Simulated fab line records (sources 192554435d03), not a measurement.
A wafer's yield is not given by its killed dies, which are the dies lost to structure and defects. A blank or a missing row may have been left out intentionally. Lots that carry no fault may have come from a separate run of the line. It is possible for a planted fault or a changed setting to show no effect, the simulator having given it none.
A struck lot beside a sound one || flow n5-finfet || 16 out of 1938 route steps
Sound: the wafers L518.1, L518.2, L518.6. Wafers L533.1, L533.3, L533.6 were the ones struck. At the end, the cause is stated.
At each step with rows: each side's tool, then ch and its chambers, then its first start. Under that, the readings that differ: sound wafers || struck wafers || difference of the means || sigmas: that difference in standard deviations of wafers without a fault.
alike: words and numbers the same on both sides, and readings whose means are apart by under 2 such deviations; not compared: readings that were withheld, readings missing a value for some wafer, numbers with overlapping values and no deviation given by the record, and bounds like >300 which may hide the same value.
A row with sigmas, a row that says differs or no value, or rows on one side alone: a step with any of these is where the two part. Non-overlapping numbers with no deviation appear without sigmas and do not part them. A reading that every wafer of one side lacks parts them only if that side has two wafers or more.

N5_BEOL_M2_CD_MEAS_35: target cd 18 nm, target cd y 22.2 nm.
  struck on cd-sem-02, day 11 21:34; sound on cd-sem-01, day 8 03:01
  alike: cd-nm
N5_BEOL_M2_DEGAS_44: time 60 s.
  struck on pvd-sputter-02, day 11 22:07; sound on pvd-sputter-02, day 8 03:12
  alike: heater-power-w
N5_BEOL_M2_PRE_CLEAN_45: time 30 s.
  struck on pvd-sputter-02, day 11 22:09; sound on pvd-sputter-02, day 8 03:14
  alike: heater-power-w
N5_BEOL_M2_ALD_84: deposits TaN, pulse time 2 s, purge time 3 s, co reactant purge time 2 s.
  sound on ald-metal-02 ch 1,2, day 8 03:25; struck on ald-metal-01 ch 0,1,3, day 11 22:13
  alike: heater-power-w
  not compared: since-wet-clean-h
then, 2 steps without rows for these wafers: N5_BEOL_M2_SURFACE_TREAT_85; N5_BEOL_M2_CVD_47 (deposits Co from CCTBA/H2, target thk 3 nm, time 223.8 s).
N5_BEOL_M2_SPUTTER_48: material Cu, target thk 4.5 nm, time 8.29 s.
  struck on pvd-sputter-02, day 11 23:04; sound on pvd-sputter-03, day 8 04:15
  alike: chamber-pressure-pa, chuck-gas-flow-sccm, chuck-sensor-temp-C, throttle-valve-pct
then, 1 step without rows for these wafers: N5_BEOL_M2_ANNEAL_49 (time 240 s).
N5_BEOL_M2_SPUTTER_79: material Cu, target thk 4.5 nm, time 8.29 s.
  struck on pvd-sputter-02, day 11 23:17; sound on pvd-sputter-03, day 8 04:28
{"reading": "chamber-pressure-pa (Pa)", "sound": "0.07007 0.07012 0.07026", "struck": "0.06986 0.06974 0.06988", "difference": -0.00032, "sigmas": -2}
  alike: chuck-gas-flow-sccm, chuck-sensor-temp-C, throttle-valve-pct
then, 3 steps without rows for these wafers: N5_BEOL_M2_ANNEAL_80 (time 240 s); N5_BEOL_M2_SPUTTER_81 (material Cu, target thk 4.5 nm, time 8.29 s); N5_BEOL_M2_ANNEAL_82 (time 240 s).
N5_BEOL_M2_SPUTTER_86: material Cu, target thk 4.5 nm, time 8.29 s.
  struck on pvd-sputter-02, day 11 23:44; sound on pvd-sputter-03, day 8 04:55
  no value came back on the struck wafers for chamber-pressure-pa (Pa), chuck-gas-flow-sccm (sccm), chuck-sensor-temp-C (C), throttle-valve-pct (%); on the sound wafers chamber-pressure-pa (Pa) reads 0.06984 0.07024 0.06994
then, 1 step without rows for these wafers: N5_BEOL_M2_ANNEAL_87 (time 240 s).
-- record jumps: 2 days separate the struck wafers' starts on either side; left off in module BEOL_M2, taken up again in module BEOL_M4, whose first shown step is the route's number 1111 --
N5_BEOL_M4_RC_MEAS_101:
  sound on prober-01 ch 0, day 9 18:47; struck on prober-02 ch 0, day 13 23:47
{"reading": "VT_P (mV)", "sound": "-252 -254 -255", "struck": "-244 -244 -248", "difference": "+8", "sigmas": "+3"}
  alike: DIBL_N, DIBL_P, IOFF_N, IOFF_P, ION_N, ION_P, SS_N, SS_P, VT_N
-- here the record skips 5 days between the struck wafers' starts before and after, leaving off in module BEOL_M4 and picking up in module PASSIVATION (first step shown: number 1936 of the route) --
N5_PASSIVATION_PROBE_49:
  rows exist in the record for the struck wafers here (prober-02, day 18 16:52), but not for the sound ones

## WHERE THEY PART
At N5_BEOL_M2_SPUTTER_79 first; at N5_PASSIVATION_PROBE_49 last (within this record only).

WHY: what had been put in by the simulator
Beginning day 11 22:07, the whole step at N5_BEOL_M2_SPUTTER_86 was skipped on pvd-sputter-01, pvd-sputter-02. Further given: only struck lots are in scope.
